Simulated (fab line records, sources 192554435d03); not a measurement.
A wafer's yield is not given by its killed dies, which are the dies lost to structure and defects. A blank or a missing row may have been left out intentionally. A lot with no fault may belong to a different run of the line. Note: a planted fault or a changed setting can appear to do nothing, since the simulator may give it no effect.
Matching of chambers || flow n5-finfet || cmp-02 running N5_BEOL_M15_CMP_49: 4 sister chambers
The step polishes, stops on SiO2, t overpolish 4.9 s, target thk 850 nm. 24 wafers are shown with their chamber, then 12 later ones without.

== WAFERS, EACH WITH ITS CHAMBER ==
{"wafer": "L074.3", "chamber": 2, "motor-current-A (A)": 10.0, "overpolish-run-s (s)": 4.903, "barrier-field-endpoint-s (s)": 11.48}
{"wafer": "L074.4", "chamber": 3, "motor-current-A (A)": 8.7, "overpolish-run-s (s)": 4.914, "barrier-field-endpoint-s (s)": 11.81}
{"wafer": "L074.5", "chamber": 1, "motor-current-A (A)": 6.9, "overpolish-run-s (s)": 4.897, "barrier-field-endpoint-s (s)": 11.74}
{"wafer": "L079.1", "chamber": 1, "motor-current-A (A)": 7.7, "overpolish-run-s (s)": 4.892, "barrier-field-endpoint-s (s)": 11.09}
{"wafer": "L079.4", "chamber": 2, "motor-current-A (A)": 10.4, "overpolish-run-s (s)": 4.889, "barrier-field-endpoint-s (s)": 11.28}
{"wafer": "L079.6", "chamber": 3, "motor-current-A (A)": 9.0, "overpolish-run-s (s)": 4.899, "barrier-field-endpoint-s (s)": 11.17}
{"wafer": "L078.1", "chamber": 0, "motor-current-A (A)": 6.5, "overpolish-run-s (s)": 4.887, "barrier-field-endpoint-s (s)": 10.97}
{"wafer": "L078.4", "chamber": 2, "motor-current-A (A)": 10.4, "overpolish-run-s (s)": 4.891, "barrier-field-endpoint-s (s)": 11.26}
{"wafer": "L078.5", "chamber": 2, "motor-current-A (A)": 9.9, "overpolish-run-s (s)": 4.897, "barrier-field-endpoint-s (s)": 11.25}
{"wafer": "L080.1", "chamber": 2, "motor-current-A (A)": 10.0, "overpolish-run-s (s)": 4.898, "barrier-field-endpoint-s (s)": 11.23}
{"wafer": "L080.3", "chamber": 1, "motor-current-A (A)": 6.9, "overpolish-run-s (s)": 4.906, "barrier-field-endpoint-s (s)": 11.39}
{"wafer": "L080.5", "chamber": 2, "motor-current-A (A)": 10.3, "overpolish-run-s (s)": 4.918, "barrier-field-endpoint-s (s)": 11.02}
{"wafer": "L081.1", "chamber": 2, "motor-current-A (A)": 9.5, "overpolish-run-s (s)": 4.902, "barrier-field-endpoint-s (s)": 11.78}
{"wafer": "L081.2", "chamber": 3, "motor-current-A (A)": 8.9, "overpolish-run-s (s)": 4.905, "barrier-field-endpoint-s (s)": 11.80}
{"wafer": "L081.5", "chamber": 2, "motor-current-A (A)": 9.6, "overpolish-run-s (s)": 4.901, "barrier-field-endpoint-s (s)": 11.55}
{"wafer": "L082.1", "chamber": 1, "motor-current-A (A)": 6.9, "overpolish-run-s (s)": 4.901, "barrier-field-endpoint-s (s)": 11.13}
{"wafer": "L082.5", "chamber": 0, "motor-current-A (A)": 6.1, "overpolish-run-s (s)": 4.907, "barrier-field-endpoint-s (s)": 10.92}
{"wafer": "L082.6", "chamber": 1, "motor-current-A (A)": 7.0, "overpolish-run-s (s)": 4.897, "barrier-field-endpoint-s (s)": 11.00}
{"wafer": "L086.1", "chamber": 3, "motor-current-A (A)": 8.7, "overpolish-run-s (s)": 4.917, "barrier-field-endpoint-s (s)": 11.59}
{"wafer": "L086.2", "chamber": 0, "motor-current-A (A)": 6.2, "overpolish-run-s (s)": 4.888, "barrier-field-endpoint-s (s)": 11.65}
{"wafer": "L086.3", "chamber": 1, "motor-current-A (A)": 7.0, "overpolish-run-s (s)": 4.900, "barrier-field-endpoint-s (s)": 11.32}
{"wafer": "L091.2", "chamber": 0, "motor-current-A (A)": 6.1, "overpolish-run-s (s)": 4.883, "barrier-field-endpoint-s (s)": 11.66}
{"wafer": "L091.4", "chamber": 1, "motor-current-A (A)": 7.0, "overpolish-run-s (s)": 4.904, "barrier-field-endpoint-s (s)": 11.67}
{"wafer": "L091.6", "chamber": 3, "motor-current-A (A)": 8.3, "overpolish-run-s (s)": 4.895, "barrier-field-endpoint-s (s)": 11.84}

SIGNATURES, as means of the wafers listed above
{"reading": "motor-current-A", "chamber 0": 6.225, "chamber 1": 7.057, "chamber 2": 10.012, "chamber 3": 8.720, "scatter within a chamber": 0.293}
{"reading": "overpolish-run-s", "chamber 0": 4.89125, "chamber 1": 4.89957, "chamber 2": 4.89987, "chamber 3": 4.90600, "scatter within a chamber": 0.00833}
{"reading": "barrier-field-endpoint-s", "chamber 0": 11.3000, "chamber 1": 11.3343, "chamber 2": 11.3562, "chamber 3": 11.6420, "scatter within a chamber": 0.292}
Rule: for each reading, subtract the chamber's mean from the wafer's reading, divide by that reading's scatter and square the result; add these up over the readings and take the root, which gives the wafer's distance from the chamber. The wafer belongs to the nearest chamber; if the next one is less than 2 further off, it can't be placed. The scatter: the root of (the sum of the squares of (reading less its chamber's mean) over the shown wafers, divided by (wafers less chambers)).

== WAFERS WHOSE CHAMBER IS MISSING ==
{"wafer": "L093.1", "motor-current-A (A)": 10.2, "overpolish-run-s (s)": 4.906, "barrier-field-endpoint-s (s)": 11.15}
{"wafer": "L093.4", "motor-current-A (A)": 6.4, "overpolish-run-s (s)": 4.897, "barrier-field-endpoint-s (s)": 10.93}
{"wafer": "L093.6", "motor-current-A (A)": 8.7, "overpolish-run-s (s)": 4.895, "barrier-field-endpoint-s (s)": 11.29}
{"wafer": "L094.1", "motor-current-A (A)": 9.1, "overpolish-run-s (s)": 4.896, "barrier-field-endpoint-s (s)": 12.24}
{"wafer": "L094.3", "motor-current-A (A)": 6.3, "overpolish-run-s (s)": 4.899, "barrier-field-endpoint-s (s)": 11.43}
{"wafer": "L094.4", "motor-current-A (A)": 10.1, "overpolish-run-s (s)": 4.902, "barrier-field-endpoint-s (s)": 11.60}
{"wafer": "L095.2", "motor-current-A (A)": 8.5, "overpolish-run-s (s)": 4.896, "barrier-field-endpoint-s (s)": 11.94}
{"wafer": "L095.3", "motor-current-A (A)": 7.8, "overpolish-run-s (s)": 4.901, "barrier-field-endpoint-s (s)": 11.87}
{"wafer": "L095.4", "motor-current-A (A)": 9.9, "overpolish-run-s (s)": 4.894, "barrier-field-endpoint-s (s)": 11.72}
{"wafer": "L097.2", "motor-current-A (A)": 8.4, "overpolish-run-s (s)": 4.901, "barrier-field-endpoint-s (s)": 11.95}
{"wafer": "L097.3", "motor-current-A (A)": 7.2, "overpolish-run-s (s)": 4.892, "barrier-field-endpoint-s (s)": 11.72}
{"wafer": "L097.4", "motor-current-A (A)": 6.4, "overpolish-run-s (s)": 4.905, "barrier-field-endpoint-s (s)": 11.61}

== WHICH CHAMBER EACH WENT THROUGH ==
{"wafer": "L093.1", "from the rows above": 2, "in truth": 2}
{"wafer": "L093.4", "from the rows above": "can't be placed: 0 or 1", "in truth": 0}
{"wafer": "L093.6", "from the rows above": 3, "in truth": 3}
{"wafer": "L094.1", "from the rows above": "can't be placed: 3 or 2", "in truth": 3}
{"wafer": "L094.3", "from the rows above": "can't be placed: 0 or 1", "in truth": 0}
{"wafer": "L094.4", "from the rows above": 2, "in truth": 2}
{"wafer": "L095.2", "from the rows above": 3, "in truth": 3}
{"wafer": "L095.3", "from the rows above": "can't be placed: 1 or 3", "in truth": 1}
{"wafer": "L095.4", "from the rows above": 2, "in truth": 2}
{"wafer": "L097.2", "from the rows above": 3, "in truth": 3}
{"wafer": "L097.3", "from the rows above": "can't be placed: 1 or 0", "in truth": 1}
{"wafer": "L097.4", "from the rows above": "can't be placed: 0 or 1", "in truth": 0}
Placed correctly: 6 of 12. Cannot be placed on the basis of these rows: 6; the candidates contain the true chamber in 6. Placed wrongly: 0.
